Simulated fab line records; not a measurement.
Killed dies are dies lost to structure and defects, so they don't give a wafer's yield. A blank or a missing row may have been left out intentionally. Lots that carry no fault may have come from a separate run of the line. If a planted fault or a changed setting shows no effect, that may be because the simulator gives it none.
Matching of chambers || flow n5_finfet || rie_diel-03 running N5_GATE_CUT_STRIP_42: 4 sister chambers
The step strips in O2. 4 wafers are shown with their chamber, then 12 later ones without.

WAFERS PAIRED WITH THEIR CHAMBERS
{"wafer": "L086.1", "chamber": 0, "drypump_motor_current_A (A)": 5.9}
{"wafer": "L090.1", "chamber": 2, "drypump_motor_current_A (A)": 5.0}
{"wafer": "L090.2", "chamber": 1, "drypump_motor_current_A (A)": 6.0}
{"wafer": "L090.6", "chamber": 3, "drypump_motor_current_A (A)": 5.6}

WAFERS MISSING THEIR CHAMBER
{"wafer": "L091.4", "drypump_motor_current_A (A)": 5.6}
{"wafer": "L091.5", "drypump_motor_current_A (A)": 6.0}
{"wafer": "L091.6", "drypump_motor_current_A (A)": 5.6}
{"wafer": "L093.1", "drypump_motor_current_A (A)": 5.1}
{"wafer": "L093.3", "drypump_motor_current_A (A)": 5.6}
{"wafer": "L093.4", "drypump_motor_current_A (A)": 6.0}
{"wafer": "L095.2", "drypump_motor_current_A (A)": 5.9}
{"wafer": "L095.4", "drypump_motor_current_A (A)": 5.0}
{"wafer": "L095.5", "drypump_motor_current_A (A)": 5.9}
{"wafer": "L096.1", "drypump_motor_current_A (A)": 6.0}
{"wafer": "L096.4", "drypump_motor_current_A (A)": 5.9}
{"wafer": "L096.5", "drypump_motor_current_A (A)": 5.9}

WHICH CHAMBER EACH WENT THROUGH
{"wafer": "L091.4", "from the rows above": 3, "in truth": 3}
{"wafer": "L091.5", "from the rows above": 1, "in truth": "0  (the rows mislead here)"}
{"wafer": "L091.6", "from the rows above": 3, "in truth": 3}
{"wafer": "L093.1", "from the rows above": 2, "in truth": 2}
{"wafer": "L093.3", "from the rows above": 3, "in truth": 3}
{"wafer": "L093.4", "from the rows above": 1, "in truth": 1}
{"wafer": "L095.2", "from the rows above": 0, "in truth": 0}
{"wafer": "L095.4", "from the rows above": 2, "in truth": 2}
{"wafer": "L095.5", "from the rows above": 0, "in truth": 0}
{"wafer": "L096.1", "from the rows above": 1, "in truth": 1}
{"wafer": "L096.4", "from the rows above": 0, "in truth": 0}
{"wafer": "L096.5", "from the rows above": 0, "in truth": 0}
Correctly placed: 11 of 12. From these rows, 0 cannot be placed. Placed wrongly: 1.
How it was worked out, from the rows above alone: a wafer's distance from a chamber is the root of the sum, over the readings, of the square of ((its reading less the chamber's mean) divided by the reading's scatter). The wafer belongs to the nearest chamber; if the next one is less than 2 further off, it can't be placed. For every chamber, the mean is computed from those of its wafers that are shown. The scatter: with one shown wafer a chamber, the root of the mean of the squares of how far each hidden wafer lies from its nearest shown one.
